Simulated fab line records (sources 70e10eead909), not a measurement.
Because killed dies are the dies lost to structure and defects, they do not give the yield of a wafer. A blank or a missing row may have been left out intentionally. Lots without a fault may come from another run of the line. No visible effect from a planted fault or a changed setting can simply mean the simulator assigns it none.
A lot that was struck, set against a sound lot + flow nand_harc + 14 out of 1159 route steps
Sound: these wafers, L119.1, L119.3, L119.5. Struck: wafer L124.6 (left out: L124.2, L124.5 of the same lot, which were not struck); the cause appears at the end.
Order at every step that has rows: each side's tool, ch and its chambers, its first start. Under that, the readings that differ: sound wafers + struck wafers + difference of the means + sigmas: that difference in standard deviations of wafers without a fault.
alike: same words and numbers on both sides, and readings whose means sit less than 2 such deviations apart. not compared: any withheld reading, any reading some wafer has no value for, any bound like >300 that may hide the same value, and any number with overlapping values for which the record gives no deviation.
The two part at a step that has a row with sigmas, a row that says differs or no value, or rows on one side only. When numbers do not overlap yet have no deviation, they are printed without sigmas and do not part them. A reading missing from all wafers of one side parts the sides only when that side holds two or more wafers.

first, 7 steps without rows for these wafers: NHARC_A_STAIRCASE_SOFTBAKE_04 (time 170 s); NHARC_A_STAIRCASE_EBR_05; NHARC_A_STAIRCASE_EXPOSE_06 (exposes mask STAIR); NHARC_A_STAIRCASE_PEB_07 (peb time 130 s); NHARC_A_STAIRCASE_DEVELOP_08 (time 140 s); NHARC_A_STAIRCASE_HARDBAKE_10 (time 140 s); NHARC_A_STAIRCASE_DESCUM_11 (chemistry O2, time 3 s).
NHARC_A_STAIRCASE_TRIM_12: chemistry O2, time 211.2 s.
  sound on rie_diel-13 ch 0,2, day 12 08:09; struck on rie_diel-13 ch 0, day 13 20:49
| reading                | sound                | struck | difference | sigmas |
|------------------------|----------------------|--------|------------|--------|
| rf_vpp_V (V)           | 56.3 57.9 57.7       | 59.3   | +2.0       | +2     |
| throttle_valve_pct (%) | 17.031 17.042 17.038 | 17.060 | +0.023     | +2     |
  alike: drypump_motor_current_A, oes_product_au, showerhead_plenum_p_Torr
  not compared: rf_hours_counter_h
NHARC_A_STAIRCASE_ETCH_13: etches the open film in C4F8/O2, target depth 100 nm, time 40.5 s.
  sound: rie_diel-13 ch 1,2,3; struck: rie_diel-13 ch 3
| reading      | sound       | struck | difference | sigmas |
|--------------|-------------|--------|------------|--------|
| rf_vpp_V (V) | 888 887 899 | 905    | +14        | +2     |
  alike: oes_product_au
  not compared: rf_hours_counter_h
NHARC_A_STAIRCASE_TRIM_14: chemistry O2, time 211.2 s.
  sound: rie_diel-13 ch 0,1,3; struck: rie_diel-13 ch 0
  alike: drypump_motor_current_A, oes_product_au, rf_vpp_V, showerhead_plenum_p_Torr, throttle_valve_pct
  not compared: rf_hours_counter_h
NHARC_A_STAIRCASE_ETCH_15: etches the open film in C4F8/O2, target depth 100 nm, time 40.5 s.
  sound: rie_diel-13 ch 1,3; struck: rie_diel-13 ch 3
  alike: oes_product_au, rf_vpp_V
  not compared: rf_hours_counter_h
NHARC_A_STAIRCASE_TRIM_16: chemistry O2, time 211.2 s.
  sound on rie_diel-13 ch 1,2,3, day 12 08:37; struck on rie_diel-13 ch 0, day 13 21:51
| reading               | sound             | struck | difference | sigmas |
|-----------------------|-------------------|--------|------------|--------|
| oes_product_au (a.u.) | 1.015 1.010 1.010 | 0.819  | -0.193     | -19    |
  alike: drypump_motor_current_A, rf_vpp_V, showerhead_plenum_p_Torr, throttle_valve_pct
  not compared: rf_hours_counter_h
NHARC_A_STAIRCASE_ETCH_17: etches the open film in C4F8/O2, target depth 100 nm, time 40.5 s.
  sound: rie_diel-13 ch 0,2,3; struck: rie_diel-13 ch 0
  alike: oes_product_au, rf_vpp_V
  not compared: rf_hours_counter_h
next, for these wafers, 1 step has no rows: NHARC_END_SORT_01.

WHERE THEY PART
At NHARC_A_STAIRCASE_TRIM_12 first; at NHARC_A_STAIRCASE_TRIM_16 last (within this record only). Later steps at which nothing parts them and some readings are alike: NHARC_A_STAIRCASE_ETCH_17.

WHY: whatever the simulator had introduced
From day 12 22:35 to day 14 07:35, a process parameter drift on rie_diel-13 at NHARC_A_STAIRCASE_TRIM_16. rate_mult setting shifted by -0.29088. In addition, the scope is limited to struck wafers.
